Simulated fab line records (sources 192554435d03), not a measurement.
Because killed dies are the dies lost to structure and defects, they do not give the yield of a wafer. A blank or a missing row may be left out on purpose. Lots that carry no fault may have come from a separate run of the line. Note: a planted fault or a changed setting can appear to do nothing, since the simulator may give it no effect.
A lot that was struck, set against a sound lot / flow n5Finfet / 15 out of 1938 route steps
Sound: wafers L190.1, L190.4, L190.5. Struck: wafers L196.2, L196.5. (L196.1 of the same lot was not struck and is left out.) The cause comes at the end.
Order at every step that has rows: each side's tool, ch and its chambers, its first start. Under that, the readings that differ: sound wafers / struck wafers / difference of the means / sigmas: that difference in standard deviations of wafers without a fault.
alike: readings with means less than 2 such deviations apart, plus words and numbers identical on both sides. not compared: withheld readings, readings lacking a value on some wafer, bounds such as >300 that could conceal the same value, and numbers that have no deviation in the record and whose values overlap.
Wherever a step has rows on one side only, a row that says differs or no value, or a row with sigmas, the two part there. Numbers that have no deviation but don't overlap get no sigmas and don't part them. A reading that every wafer of one side lacks parts them only if that side has two wafers or more.

N5_BEOL_M9_STRIP_80: strips in N2/H2, time 10 s.
  sound: rieDiel-02 ch 0,2; struck: rieDiel-01 ch 0,1
  alike: drypumpMotorCurrentA, oesProductAu, rfVppV, showerheadPlenumPTorr, throttleValvePct
  not compared: rfHoursCounterH
N5_BEOL_M9_OCD_MEAS_38:
  sound: ocd-01 at day 12 05:53; struck: ocd-01 at day 14 09:41
  alike: trenchDepthNm
then, 4 steps without rows for these wafers: N5_BEOL_M9_HM_STRIP_39 (strips TiN in peroxide tin strip, target depth 25 nm, time 158 s); N5_BEOL_M9_SRD_40 (time 30 s); N5_BEOL_M9_PRECLEAN_42 (cleans in residue remover, time 60 s); N5_BEOL_M9_SRD_43 (time 30 s).
N5_BEOL_M9_CD_MEAS_35: target cd 70 nm, target cd y 40 nm.
  sound: cdSem-02 at day 12 06:02; struck: cdSem-03 at day 14 09:51
  alike: cdNm
N5_BEOL_M9_CURE_72: cures SiCOH lowk, time 120 s.
  sound on uvCure-03 ch 1, day 12 06:31; struck on uvCure-01 ch 2, day 14 09:53
  alike: lampPowerPct, wafer_temp_C_max
N5_BEOL_M9_DEGAS_44: time 60 s.
  sound: pvdSputter-03 at day 12 08:31; struck: pvdSputter-03 at day 14 10:28
  alike: heaterPowerW
then, 2 steps without rows for these wafers: N5_BEOL_M9_PRE_CLEAN_45 (time 30 s); N5_BEOL_M9_ALD_74 (deposits TaN, target thk 2 nm, pulse time 2 s, purge time 3 s).
N5_BEOL_M9_SURFACE_TREAT_79:
  sound: pvdSputter-02 at day 12 08:56; struck: pvdSputter-02 at day 14 10:50
  not compared: throttleValvePct
N5_BEOL_M9_CVD_78: deposits Co from CCTBA/H2, target thk 2 nm, time 138.9 s.
  sound on cvdCo-02 ch 0,1,2, day 12 09:01; struck on cvdCo-02 ch 0,1, day 14 10:54
reading=runLengthS (s); sound=162.0 161.0 162.0; struck=222.8 223.0; difference=+61.2; sigmas=+99 or more
N5_BEOL_M9_SPUTTER_48: material Cu, target thk 12 nm, time 2 s.
  sound: pvdSputter-03 at day 12 09:09; struck: pvdSputter-01 at day 14 11:01
  alike: chamberPressurePa, throttleValvePct
N5_PASSIVATION_PROBE_49:
  the record holds rows for the sound wafers here (prober-01, day 14 17:35) but none for the struck ones

WHERE THEY PART
At N5_BEOL_M9_CVD_78 first; at N5_PASSIVATION_PROBE_49 last (within this record only).

WHY: the cause the simulator had injected
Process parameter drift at N5_BEOL_M9_CVD_78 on cvdCo-02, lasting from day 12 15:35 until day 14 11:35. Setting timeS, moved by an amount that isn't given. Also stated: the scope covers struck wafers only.
